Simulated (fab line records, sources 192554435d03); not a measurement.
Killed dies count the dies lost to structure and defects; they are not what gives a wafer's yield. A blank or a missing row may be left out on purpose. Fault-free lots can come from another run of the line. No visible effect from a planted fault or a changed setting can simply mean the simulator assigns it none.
Struck lot and sound lot, side by side | flow n5 finfet | 19 out of 1938 route steps
Sound: the wafers L968.4, L968.5, L968.6. Struck: wafers L974.1, L974.2, L974.6. The cause comes at the end.
Each step with rows lists, per side, the tool, then ch with its chambers, then its first start. Under that, the readings that differ: sound wafers | struck wafers | difference of the means | sigmas: that difference in standard deviations of wafers without a fault.
alike: readings whose means differ by less than 2 such deviations, and words and numbers that are the same on both sides. not compared: withheld readings, readings that some wafer has no value for, bounds like >300 that may hide the same value, and numbers for which the record gives no deviation and whose values overlap.
Wherever a step has rows on one side only, a row that says differs or no value, or a row with sigmas, the two part there. When numbers do not overlap yet have no deviation, they are printed without sigmas and do not part them. A reading that every wafer of one side lacks parts them only if that side has two wafers or more.

first, 8 steps without rows for these wafers: N5_BEOL_M10_CMP_52 (polishes, stops on SiCOH lowk, t overpolish 7 s, target thk 140 nm); N5_BEOL_M10_PRE_CLEAN_55 (time 15 s); N5_BEOL_M10_DEP_56 (deposits SiCN from 3MS/NH3, target thk 15 nm, time 26.5 s); N5_BEOL_M11_ILD_DEP_00 (deposits SiCOH lowk from DEMS/porogen, target thk 308.51 nm, time 58 s); N5_BEOL_M11_CURE_71 (cures SiCOH lowk, time 240 s); N5_BEOL_M11_PECVD_70 (deposits SiO2 from TEOS/O2, target thk 20 nm, time 22.7 s); N5_BEOL_M11_HM_DEP_02 (deposits TiN, target thk 20 nm); N5_BEOL_M11_COAT_59 (time 60 s, resist thk 100 nm).
N5_BEOL_M11_COAT_60: time 60 s, resist thk 30 nm.
  sound on litho track-02 ch 0, day 11 03:41; struck on litho track-02 ch 0, day 13 03:43
  reading                                     | sound                | struck               | difference | sigmas
  spin speed rpm (rpm)                        | 1499.2 1499.7 1499.0 | 1266.1 1264.9 1264.2 | -234.2     | -99 or more
  model.SiARC_of_BEOL_M11_COAT_60.thk nm (nm) | 30.2 30 30.2         | 32.8 32.6 32.8       | +2.6       |
  alike: chill plate temp C
then, 7 steps without rows for these wafers: N5_BEOL_M11_COAT_05 (resist thk 90 nm); N5_BEOL_M11_EBR_07; N5_BEOL_M11_SOFTBAKE_06 (time 60 s); N5_BEOL_M11_EXPOSE_08 (exposes mask M11); N5_BEOL_M11_PEB_09 (peb time 60 s); N5_BEOL_M11_DEVELOP_10 (develop time 30 s); N5_BEOL_M11_DESCUM_16 (chemistry O2, time 7.9 s).
N5_BEOL_M11_ETCH_61: etches SiARC in CF4, target depth 39 nm, time 65 s.
  sound on rie diel-03 ch 0,2,3, day 11 04:11; struck on rie diel-03 ch 2,3, day 13 04:05
  reading                                       | sound            | struck           | difference | sigmas
  etch rf on time s (s)                         | 64.9 63.9 66.1   | 70.2 71.4 69.4   | +5.4       | +6
  model.etch.depth nm (nm)                      | 30.1 30.06 30.14 | 32.74 32.7 32.75 | +2.63      |
  model.CAR-ArF_of_BEOL_M11_COAT_05.thk nm (nm) | 55.6 55.2 55.4   | 53.4 53 52.8     | -2.3       |
  alike: drypump motor current A, oes product au, rf vpp V, showerhead plenum p Torr, throttle valve pct
  not compared: rf hours counter h
N5_BEOL_M11_ETCH_62: etches SOC in N2/H2, target depth 110 nm, overetch 22 nm, time 165 s.
  sound on rie diel-03 ch 0,2,3, day 11 04:14; struck on rie diel-03 ch 2,3, day 13 04:08
  reading                                     | sound          | struck         | difference | sigmas
  model.SiARC_of_BEOL_M11_COAT_60.thk nm (nm) | 23.8 23.6 23.8 | 26.2 26.2 26.2 | +2.5       |
  alike: drypump motor current A, n2 flow sccm, oes product au, rf vpp V, showerhead plenum p Torr, temp c, throttle valve pct
  not compared: rf hours counter h
then, 1 step without rows for these wafers: N5_BEOL_M11_STRIP_68 (strips in N2/H2).

## WHERE THEY PART
First at N5_BEOL_M11_COAT_60; last, within this record, at N5_BEOL_M11_ETCH_61. Later steps at which nothing parts them and some readings are alike: N5_BEOL_M11_ETCH_62.

WHY: what had been put in by the simulator
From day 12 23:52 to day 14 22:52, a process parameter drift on litho track-02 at N5_BEOL_M11_COAT_60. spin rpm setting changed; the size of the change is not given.
